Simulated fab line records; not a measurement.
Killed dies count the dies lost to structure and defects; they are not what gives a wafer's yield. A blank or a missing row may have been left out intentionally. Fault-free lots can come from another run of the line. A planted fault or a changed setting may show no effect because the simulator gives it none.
Split-lot study    flow n5-finfet    21 wafers read across 7 lots, on a route 1938 steps long

## SPLIT DETAILS
At N5_BEOL_M13_EXPOSE_25 (exposes mask M13, target cd 210 nm), the setting dose-mj was moved away from the recipe's 22 on 7 of the 21 wafers read, by -5.6% to +5.3%. The other wafers ran this setting at the recipe's value.

## FROM THE SPLIT TO THE READING: what the file shows between them, 3 steps
- N5_BEOL_M13_PEB_26: peb time 90 s
- N5_BEOL_M13_DEVELOP_27: develop time 45 s
- N5_BEOL_M13_HARDBAKE_32: time 120 s

## THE READING
At N5_BEOL_M13_CD_MEAS_28: cd-nm in nanometres, against a target cd of 209.5 nm. A value of 210.0 nm with a standard deviation of 1.2 nm is what fault-free wafers of this fab line usually give.

wafer   tool, chamber at the split  dose-mj as run  against the recipe  cd-nm, nm  against lot-mates on the recipe
L075.1  krf-scanner-01, 0           22              recipe              210.7      -
L075.2  krf-scanner-01, 0           22              recipe              208.1      -
L075.5  krf-scanner-01, 0           22              recipe              208.2      -
L082.1  krf-scanner-01, 0           22              recipe              210.2      -
L082.3  krf-scanner-01, 0           23.16           +5.3%               213.8      +3.6
L082.4  krf-scanner-01, 0           23.16           +5.3%               213.3      +3.1
L085.1  krf-scanner-02, 0           22              recipe              208.9      -
L085.5  krf-scanner-02, 0           22              recipe              210.1      -
L085.6  krf-scanner-02, 0           22              recipe              209.8      -
L080.1  krf-scanner-01, 0           20.76           -5.6%               202.6      -5.6
L080.5  krf-scanner-01, 0           22              recipe              208.2      -
L080.6  krf-scanner-01, 0           20.76           -5.6%               203.7      -4.5
L084.1  krf-scanner-02, 0           20.89           -5.0%               204.5      -6.6
L084.2  krf-scanner-02, 0           22              recipe              212.5      -
L084.4  krf-scanner-02, 0           22              recipe              209.7      -
L089.3  krf-scanner-01, 0           22.43           +2.0%               212.2      +2.0
L089.4  krf-scanner-01, 0           22              recipe              211.4      -
L089.6  krf-scanner-01, 0           22              recipe              208.9      -
L094.1  krf-scanner-02, 0           22              recipe              210.7      -
L094.4  krf-scanner-02, 0           22.83           +3.8%               215.7      +4.8
L094.6  krf-scanner-02, 0           22              recipe              211.1      -

THE FIT
A straight line over all 21 wafers: cd-nm changes by +1.03 nm for each +1% of dose-mj; r = +0.91; the points scatter about the line by 1.4 nm.
The same after taking each lot's own level away (the mean of its wafers on the recipe; 21 wafers): +0.908 nm for each +1%; r = +0.92; scatter 1.1 nm.
According to that fit, moving dose-mj by its largest amount changes the reading by 5.1 nm.
The span of the lots' own levels, 208.20 to 211.10 nm, comes to 2.4 times the standard deviation stated above.
So the lot-to-lot level changes the slope: the two fits differ.
Check: for one of the wafers moved furthest among these (-5.6%), held out of the fit, the line's prediction against its lot-mates is -5.16 nm. It came out at -5.6 nm against them.

## FURTHER SPLITS ON THESE WAFERS
These wafers also went through other splits before the reading. Each is held against what the fit with the lots' levels taken away leaves over:
other split on the same wafers      wafers away from the commonest value  r with cd-nm (lot level and that fit taken away)
N5_BEOL_M10_HM_DEP_02 target-thk-a  7                                     +0.18
N5_BEOL_M11_EXPOSE_25 dose-mj       7                                     -0.01
N5_BEOL_M11_ETCH_66 time-s          12                                    -0.03
N5_BEOL_M12_COAT_65 spin-rpm        7                                     +0.05
N5_BEOL_M12_COAT_66 spin-rpm        8                                     -0.22

## THE WHOLE CHAIN: every reading that the file lists as answering this split, in the file's order
step                    what it does              reading                                                          change (the file's fit)                r (the file's)
N5_BEOL_M13_CD_MEAS_28  target cd 209.5 nm        cd-nm                                                            +0.991 nm for each +1% of the setting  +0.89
N5_BEOL_M13_DESCUM_33   chemistry O2, time 7.9 s  BEOL_M13.cd-nm (the simulator's own value, which no gauge read)  +1.02 nm for each +1% of the setting   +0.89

## FILE'S OWN FIT
cd-nm changes by +0.991 nm for each +1% of dose-mj, r = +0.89.
